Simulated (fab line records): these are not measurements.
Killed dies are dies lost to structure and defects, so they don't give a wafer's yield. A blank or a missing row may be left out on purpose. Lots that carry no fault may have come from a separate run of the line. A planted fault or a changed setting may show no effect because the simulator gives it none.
Struck lot and sound lot, side by side | flow n5-finfet | 14 steps out of a route of 1938
Sound: wafers L798.1, L798.3, L798.6. Struck: wafers L793.2, L793.5. (L793.1 of the same lot was not struck and is left out.) The cause comes at the end.
Order at every step that has rows: each side's tool, ch and its chambers, its first start. Under that, the readings that differ: sound wafers | struck wafers | difference of the means | sigmas: that difference in standard deviations of wafers without a fault.
alike: readings whose means differ by less than 2 such deviations, and words and numbers that are the same on both sides. not compared: withheld readings, readings that some wafer has no value for, bounds like >300 that may hide the same value, and numbers for which the record gives no deviation and whose values overlap.
The two part at a step that has a row with sigmas, a row that says differs or no value, or rows on one side only. Numbers that don't overlap but have no deviation are shown without sigmas and don't part them. A reading that every wafer of one side lacks parts them only if that side has two wafers or more.

N5_BEOL_M10_STRIP_77: strips in N2/H2, time 10 s.
  sound: rie-diel-05 ch 0,2,3; struck: rie-diel-05 ch 1
  alike: bias-power-w, drypump-motor-current-A, oes-product-au, rf-vpp-V, showerhead-plenum-p-Torr, throttle-valve-pct
  not compared: rf-hours-counter-h
N5_BEOL_M10_OCD_MEAS_38:
  struck on ocd-02, day 15 11:11; sound on ocd-01, day 16 12:05
  alike: trench-depth-nm
then, 4 steps without rows for these wafers: N5_BEOL_M10_HM_STRIP_39 (strips TiN in peroxide tin strip, target depth 25 nm, time 158 s); N5_BEOL_M10_SRD_40 (time 30 s); N5_BEOL_M10_PRECLEAN_42 (cleans in residue remover, time 60 s); N5_BEOL_M10_SRD_43 (time 30 s).
N5_BEOL_M10_CD_MEAS_35 targets a cd of 70 nm.
  struck on cd-sem-02, day 15 11:21; sound on cd-sem-03, day 16 12:14
  alike: cd-nm
then, 1 step without rows for these wafers: N5_BEOL_M10_CURE_72 (cures SiCOH lowk, time 120 s).
N5_BEOL_M10_DEGAS_44: time 60 s.
  struck on pvd-sputter-01, day 15 12:15; sound on pvd-sputter-03, day 16 12:56
  alike: heater-power-w
N5_BEOL_M10_PRE_CLEAN_45: time 30 s.
  struck on pvd-sputter-01, day 15 12:17; sound on pvd-sputter-03, day 16 12:59
  alike: heater-power-w
N5_BEOL_M10_ALD_74: deposits TaN, target thk 2 nm, pulse time 2 s, purge time 3 s.
  sound on ald-metal-03 ch 2,3, day 16 13:16; struck on ald-metal-02 ch 2, day 15 12:21
  alike: heater-power-w
N5_BEOL_M10_SURFACE_TREAT_76:
  struck on pvd-sputter-03, day 15 14:15; sound on pvd-sputter-02, day 16 14:08
  not compared: throttle-valve-pct
N5_BEOL_M10_CVD_75: deposits Co from CCTBA/H2, target thk 2 nm, time 138.9 s.
  sound on cvd-co-01 ch 1,2, day 16 14:25; struck on cvd-co-02 ch 2, day 15 14:20
  reading          | sound             | struck      | difference | sigmas
  run-length-s (s) | 161.3 161.6 161.5 | 214.3 214.4 | +52.9      | +99 or more
then, 1 step without rows for these wafers: N5_BEOL_M10_SPUTTER_48 (material Cu, target thk 12 nm, time 2 s).

== WHERE THEY PART ==
N5_BEOL_M10_CVD_75 only, going by this record.

WHY: whatever the simulator had introduced
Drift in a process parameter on cvd-co-02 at N5_BEOL_M10_CVD_75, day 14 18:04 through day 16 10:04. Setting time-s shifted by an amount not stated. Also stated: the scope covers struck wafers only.
